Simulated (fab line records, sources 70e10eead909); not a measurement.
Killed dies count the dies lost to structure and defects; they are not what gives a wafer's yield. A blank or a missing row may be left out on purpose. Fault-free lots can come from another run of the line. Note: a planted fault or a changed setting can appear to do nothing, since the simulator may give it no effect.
One fault seen from 2 desks :: flow nandHarc :: every desk sees just its own numbers, and what lay behind them comes last

== METROLOGY DESK ==
What the gauges read, lot by lot, whatever tool the lot ran on: means of the sampled wafers that have a number. Any lot whose mean is over 4 standard deviations away from the usual mean is out of limits and marked OUT; that distance is given in the brackets.
Columns: A = cdNm at NHARC_A_BLC_CD_MEAS_10, usual 100.0 nm
lot: L260
first seen here: day 17 10:52
A: 100.3

lot: L261
first seen here: day 17 18:38
A: 100.4

lot: L265
first seen here: day 19 09:40
A: 99.6

lot: L266
first seen here: day 19 15:42
A: 100.7

lot: L269
first seen here: day 20 05:16
A: 99.7

lot: L270
first seen here: day 20 08:36
A: 99.8

lot: L274
first seen here: day 20 20:32
A: 99.4

lot: L273
first seen here: day 21 04:16
A: 100.1

lot: L277
first seen here: day 21 13:26
A: 100.4

lot: L275
first seen here: day 21 15:04
A: 100.3

lot: L279
first seen here: day 22 10:41
A: 100.1

lot: L278
first seen here: day 22 12:40
A: 100.5

lot: L280
first seen here: day 22 18:13
A: 99.8

lot: L281
first seen here: day 23 04:33
A: 99.4
This desk found nothing out of limits on any of the 14 lots.

== DESK OF THE TOOL OWNER: arfiScanner-01 ==
The tool's own readings at NHARC_A_M0_EXPOSE_06 (exposes mask A M0, target cd 80 nm): means of the sampled wafers that have a number, for each lot that ran on this tool. Any lot whose mean is over 4 standard deviations away from the usual mean is out of limits and marked OUT; that distance is given in the brackets.
Columns: A = exposureDoseMJCm2 at NHARC_A_M0_EXPOSE_06, usual 83.18; B = focusOffsetNm at NHARC_A_M0_EXPOSE_06, usual 0.0 nm
lot: L261
first seen here: day 18 03:37
A: 83.09
B: -0.0

lot: L274
first seen here: day 21 04:54
A: 83.26
B: 0.2

lot: L273
first seen here: day 21 11:02
A: 83.16
B: -0.9

lot: L278
first seen here: day 22 16:40
A: 83.12
B: 0.2
This desk found nothing out of limits on any of the 4 lots.

== PUT TOGETHER ==
At the metrology desk, nothing out of limits was observed.
Nothing out of limits was seen by the tool owner's desk.

== WHAT WAS PUT IN BY THE SIMULATOR ==
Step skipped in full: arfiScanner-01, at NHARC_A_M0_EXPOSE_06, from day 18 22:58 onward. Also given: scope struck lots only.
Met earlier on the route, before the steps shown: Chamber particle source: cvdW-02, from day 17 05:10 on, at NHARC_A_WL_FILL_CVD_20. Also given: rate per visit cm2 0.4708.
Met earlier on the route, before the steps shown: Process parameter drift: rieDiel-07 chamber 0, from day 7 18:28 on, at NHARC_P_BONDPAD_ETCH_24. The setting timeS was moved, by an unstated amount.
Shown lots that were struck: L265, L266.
